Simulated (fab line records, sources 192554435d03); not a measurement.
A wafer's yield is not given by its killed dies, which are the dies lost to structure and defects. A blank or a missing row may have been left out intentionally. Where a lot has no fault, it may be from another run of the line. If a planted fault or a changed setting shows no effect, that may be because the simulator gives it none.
Which of the tools did it? + flow n5-finfet + 24 lots with 72 wafers sampled at 5 steps, on a route of 1938 steps

WHAT THE GAUGES READ, wafer by wafer
N5_BEOL_M3_THK_MEAS_01.
| lot  | measured     | on            | M3_ILD_THK (nm) |
|------|--------------|---------------|-----------------|
| L075 | day 6 21:43  | film-metro-02 | 78.3 78.7 79.6  |
| L074 | day 6 21:46  | film-metro-01 | 80.3 80.2 79.9  |
| L076 | day 7 02:04  | film-metro-02 | 77.3 78.7 81.1  |
| L077 | day 7 13:12  | film-metro-02 | 77.4 79.4 78.0  |
| L078 | day 7 19:27  | film-metro-02 | 79.0 78.3 79.8  |
| L079 | day 8 04:43  | film-metro-01 | 77.5 77.4 79.6  |
| L080 | day 8 05:00  | film-metro-01 | 78.8 79.9 80.3  |
| L081 | day 8 16:39  | film-metro-02 | 77.9 79.9 79.4  |
| L083 | day 8 19:23  | film-metro-02 | 79.5 80.7 79.3  |
| L082 | day 8 21:05  | film-metro-02 | 78.7 79.5 80.8  |
| L084 | day 8 23:30  | film-metro-02 | 78.3 79.5 78.9  |
| L085 | day 9 10:50  | film-metro-02 | 77.8 80.0 79.3  |
| L086 | day 9 18:26  | film-metro-02 | 77.6 76.9 79.2  |
| L087 | day 9 21:00  | film-metro-01 | 77.4 77.9 78.8  |
| L090 | day 10 12:34 | film-metro-01 | 78.1 78.6 80.0  |
| L088 | day 10 12:52 | film-metro-02 | 78.0 78.6 79.3  |
| L091 | day 10 18:58 | film-metro-02 | 78.0 79.4 80.3  |
| L089 | day 10 23:19 | film-metro-01 | 78.2 78.7 80.2  |
| L092 | day 10 23:55 | film-metro-01 | 79.3 80.2 81.4  |
| L093 | day 11 09:47 | film-metro-02 | 78.6 79.4 77.8  |
| L094 | day 11 13:58 | film-metro-01 | 78.8 79.2 77.6  |
| L095 | day 11 23:37 | film-metro-02 | 76.1 75.8 78.5  |
| L096 | day 12 12:01 | film-metro-02 | 77.9 78.4 79.4  |
| L097 | day 12 15:13 | film-metro-01 | 76.7 76.8 78.5  |

N5_BEOL_M3_CD_MEAS_11: the cd target is 17.05 nm.
| lot  | measured     | on        | cd-nm (nm)        |
|------|--------------|-----------|-------------------|
| L075 | day 6 22:41  | cd-sem-02 | 16.71 17.15 17.25 |
| L074 | day 6 22:50  | cd-sem-02 | 17.27 17.31 17.06 |
| L076 | day 7 05:10  | cd-sem-02 | 16.85 17.07 17.20 |
| L077 | day 7 15:13  | cd-sem-03 | 17.49 17.16 17.13 |
| L078 | day 7 20:17  | cd-sem-03 | 16.69 17.17 16.69 |
| L079 | day 8 05:19  | cd-sem-01 | 17.04 17.35 16.71 |
| L080 | day 8 06:13  | cd-sem-02 | 17.03 16.77 16.64 |
| L081 | day 8 19:13  | cd-sem-03 | 17.08 16.76 16.50 |
| L083 | day 8 20:53  | cd-sem-03 | 16.92 17.18 17.15 |
| L082 | day 8 22:13  | cd-sem-02 | 17.26 16.99 16.88 |
| L084 | day 9 00:34  | cd-sem-02 | 17.16 17.07 17.15 |
| L085 | day 9 12:38  | cd-sem-03 | 17.35 17.02 17.10 |
| L086 | day 9 20:07  | cd-sem-02 | 17.33 17.29 17.52 |
| L087 | day 9 21:43  | cd-sem-03 | 16.78 16.48 16.80 |
| L090 | day 10 13:25 | cd-sem-03 | 17.26 17.07 17.34 |
| L088 | day 10 14:56 | cd-sem-02 | 17.03 17.03 16.96 |
| L091 | day 10 20:17 | cd-sem-03 | 16.65 17.19 17.06 |
| L089 | day 11 01:45 | cd-sem-01 | 17.38 16.46 17.22 |
| L092 | day 11 01:57 | cd-sem-01 | 17.18 17.05 16.91 |
| L093 | day 11 10:43 | cd-sem-01 | 17.28 16.86 17.21 |
| L094 | day 11 18:08 | cd-sem-03 | 17.30 17.20 16.84 |
| L095 | day 12 01:10 | cd-sem-03 | 17.28 16.85 17.21 |
| L096 | day 12 12:38 | cd-sem-01 | 16.91 16.83 17.05 |
| L097 | day 12 16:09 | cd-sem-02 | 17.41 17.03 17.20 |

EACH LOT AND THE TOOL THAT RAN IT (in order: tool; ch and the chambers of the sampled wafers; start)
| lot  | N5_BEOL_M2_PRE_CLEAN_45      | N5_BEOL_M2_ANNEAL_93         | N5_BEOL_M2_ANNEAL_51             |
|------|------------------------------|------------------------------|----------------------------------|
| L075 | pvd-sputter-02, day 6 17:41  | pvd-sputter-01, day 6 20:03  | rtp-anneal-02 ch 0, day 6 20:50  |
| L074 | pvd-sputter-03, day 6 18:11  | pvd-sputter-02, day 6 20:11  | rtp-anneal-01 ch 0, day 6 20:50  |
| L076 | pvd-sputter-03, day 6 22:31  | pvd-sputter-03, day 7 00:31  | rtp-anneal-01 ch 0, day 7 01:08  |
| L077 | pvd-sputter-02, day 7 09:35  | pvd-sputter-03, day 7 11:38  | rtp-anneal-01 ch 0, day 7 12:14  |
| L078 | pvd-sputter-01, day 7 15:44  | pvd-sputter-02, day 7 17:45  | rtp-anneal-01 ch 0, day 7 18:28  |
| L079 | pvd-sputter-03, day 8 00:56  | pvd-sputter-01, day 8 03:10  | rtp-anneal-01 ch 0, day 8 03:49  |
| L080 | pvd-sputter-01, day 8 00:59  | pvd-sputter-03, day 8 03:16  | rtp-anneal-01 ch 0, day 8 03:59  |
| L081 | pvd-sputter-01, day 8 13:09  | pvd-sputter-01, day 8 15:05  | rtp-anneal-01 ch 0, day 8 15:42  |
| L083 | pvd-sputter-01, day 8 15:49  | pvd-sputter-01, day 8 17:43  | rtp-anneal-01 ch 0, day 8 18:24  |
| L082 | pvd-sputter-03, day 8 16:09  | pvd-sputter-01, day 8 19:33  | rtp-anneal-02 ch 0, day 8 20:07  |
| L084 | pvd-sputter-02, day 8 19:20  | pvd-sputter-01, day 8 21:31  | rtp-anneal-01 ch 0, day 8 22:33  |
| L085 | pvd-sputter-02, day 9 05:04  | pvd-sputter-02, day 9 09:04  | rtp-anneal-01 ch 0, day 9 09:53  |
| L086 | pvd-sputter-01, day 9 13:53  | pvd-sputter-01, day 9 15:55  | rtp-anneal-02 ch 0, day 9 17:25  |
| L087 | pvd-sputter-03, day 9 16:56  | pvd-sputter-03, day 9 19:10  | rtp-anneal-01 ch 0, day 9 19:48  |
| L090 | pvd-sputter-03, day 10 08:50 | pvd-sputter-03, day 10 10:53 | rtp-anneal-02 ch 0, day 10 11:27 |
| L088 | pvd-sputter-01, day 10 09:22 | pvd-sputter-02, day 10 11:17 | rtp-anneal-02 ch 0, day 10 11:50 |
| L091 | pvd-sputter-03, day 10 15:26 | pvd-sputter-02, day 10 17:25 | rtp-anneal-01 ch 0, day 10 17:59 |
| L089 | pvd-sputter-03, day 10 19:38 | pvd-sputter-02, day 10 21:44 | rtp-anneal-02 ch 0, day 10 22:20 |
| L092 | pvd-sputter-01, day 10 20:25 | pvd-sputter-03, day 10 22:23 | rtp-anneal-02 ch 0, day 10 22:59 |
| L093 | pvd-sputter-03, day 11 06:19 | pvd-sputter-03, day 11 08:15 | rtp-anneal-02 ch 0, day 11 08:48 |
| L094 | pvd-sputter-01, day 11 10:28 | pvd-sputter-03, day 11 12:25 | rtp-anneal-01 ch 0, day 11 13:01 |
| L095 | pvd-sputter-01, day 11 20:02 | pvd-sputter-02, day 11 22:03 | rtp-anneal-02 ch 0, day 11 22:37 |
| L096 | pvd-sputter-03, day 12 08:29 | pvd-sputter-01, day 12 10:29 | rtp-anneal-02 ch 0, day 12 11:05 |
| L097 | pvd-sputter-01, day 12 11:45 | pvd-sputter-01, day 12 13:41 | rtp-anneal-02 ch 0, day 12 14:17 |
- N5_BEOL_M2_PRE_CLEAN_45: time 30 s.
- N5_BEOL_M2_ANNEAL_93: time 240 s.
- N5_BEOL_M2_ANNEAL_51: time 90 s.

AS READ BY THE TOOLS THEMSELVES (means over the sampled wafers that have a number; for cases with no such wafer, the mark the record gives instead)
N5_BEOL_M2_PRE_CLEAN_45.
| lot  | tool           | heater-power-w (W) |
|------|----------------|--------------------|
| L075 | pvd-sputter-02 | 324                |
| L074 | pvd-sputter-03 | 336                |
| L076 | pvd-sputter-03 | 334                |
| L077 | pvd-sputter-02 | 320                |
| L078 | pvd-sputter-01 | 342                |
| L079 | pvd-sputter-03 | 325                |
| L080 | pvd-sputter-01 | 354                |
| L081 | pvd-sputter-01 | 334                |
| L083 | pvd-sputter-01 | 333                |
| L082 | pvd-sputter-03 | 349                |
| L084 | pvd-sputter-02 | 325                |
| L085 | pvd-sputter-02 | 313                |
| L086 | pvd-sputter-01 | 329                |
| L087 | pvd-sputter-03 | 349                |
| L090 | pvd-sputter-03 | 360                |
| L088 | pvd-sputter-01 | 338                |
| L091 | pvd-sputter-03 | 341                |
| L089 | pvd-sputter-03 | 343                |
| L092 | pvd-sputter-01 | 360                |
| L093 | pvd-sputter-03 | 337                |
| L094 | pvd-sputter-01 | 337                |
| L095 | pvd-sputter-01 | 343                |
| L096 | pvd-sputter-03 | 332                |
| L097 | pvd-sputter-01 | 301                |

N5_BEOL_M2_ANNEAL_93.
| lot  | tool           | heater-power-w (W) |
|------|----------------|--------------------|
| L075 | pvd-sputter-01 | 845                |
| L074 | pvd-sputter-02 | 798                |
| L076 | pvd-sputter-03 | 872                |
| L077 | pvd-sputter-03 | 838                |
| L078 | pvd-sputter-02 | 771                |
| L079 | pvd-sputter-01 | 821                |
| L080 | pvd-sputter-03 | 850                |
| L081 | pvd-sputter-01 | 822                |
| L083 | pvd-sputter-01 | 858                |
| L082 | pvd-sputter-01 | 861                |
| L084 | pvd-sputter-01 | 776                |
| L085 | pvd-sputter-02 | 814                |
| L086 | pvd-sputter-01 | 810                |
| L087 | pvd-sputter-03 | 885                |
| L090 | pvd-sputter-03 | 873                |
| L088 | pvd-sputter-02 | 795                |
| L091 | pvd-sputter-02 | 799                |
| L089 | pvd-sputter-02 | 805                |
| L092 | pvd-sputter-03 | 846                |
| L093 | pvd-sputter-03 | 886                |
| L094 | pvd-sputter-03 | 885                |
| L095 | pvd-sputter-02 | 789                |
| L096 | pvd-sputter-01 | 805                |
| L097 | pvd-sputter-01 | 850                |

N5_BEOL_M2_ANNEAL_51.
| lot  | tool          | wafer_temp_C_max |
|------|---------------|------------------|
| L075 | rtp-anneal-02 | 226.00           |
| L074 | rtp-anneal-01 | 226.22           |
| L076 | rtp-anneal-01 | 226.44           |
| L077 | rtp-anneal-01 | 226.36           |
| L078 | rtp-anneal-01 | 226.40           |
| L079 | rtp-anneal-01 | 226.11           |
| L080 | rtp-anneal-01 | 226.23           |
| L081 | rtp-anneal-01 | 226.09           |
| L083 | rtp-anneal-01 | 226.01           |
| L082 | rtp-anneal-02 | 226.14           |
| L084 | rtp-anneal-01 | 225.93           |
| L085 | rtp-anneal-01 | 226.44           |
| L086 | rtp-anneal-02 | 226.33           |
| L087 | rtp-anneal-01 | 226.49           |
| L090 | rtp-anneal-02 | 225.86           |
| L088 | rtp-anneal-02 | 226.27           |
| L091 | rtp-anneal-01 | 226.57           |
| L089 | rtp-anneal-02 | 225.99           |
| L092 | rtp-anneal-02 | 226.16           |
| L093 | rtp-anneal-02 | 225.90           |
| L094 | rtp-anneal-01 | 226.53           |
| L095 | rtp-anneal-02 | 226.32           |
| L096 | rtp-anneal-02 | 225.87           |
| L097 | rtp-anneal-02 | 226.09           |

THE ANSWER, worked out from the rows above alone
Rule: what is usual is taken from the lots themselves. The widest of any qualifying gaps counts: lots, ordered by their means at a reading, are off when they make up no more than a third of the lots, leave a main group of 4 or more, and stand apart from it by 3 or more times the standard deviation of that group's means. Not used: any main group whose means are identical at the precision the tables above print for the reading. A lot without any number at a reading at which 4 lots or more have one is off too. Any other lot the step has rows for is counted as sound. After the gauges, taken in route order, come the tools' own readings; for these a lot's mean is taken, as printed above. The first step at which some lot is off is used, and at that step the reading that is off furthest; a lot without a number counts as furthest.
No lot is off at any reading shown: from this, nothing can be told.

WHAT WAS PUT IN BY THE SIMULATOR
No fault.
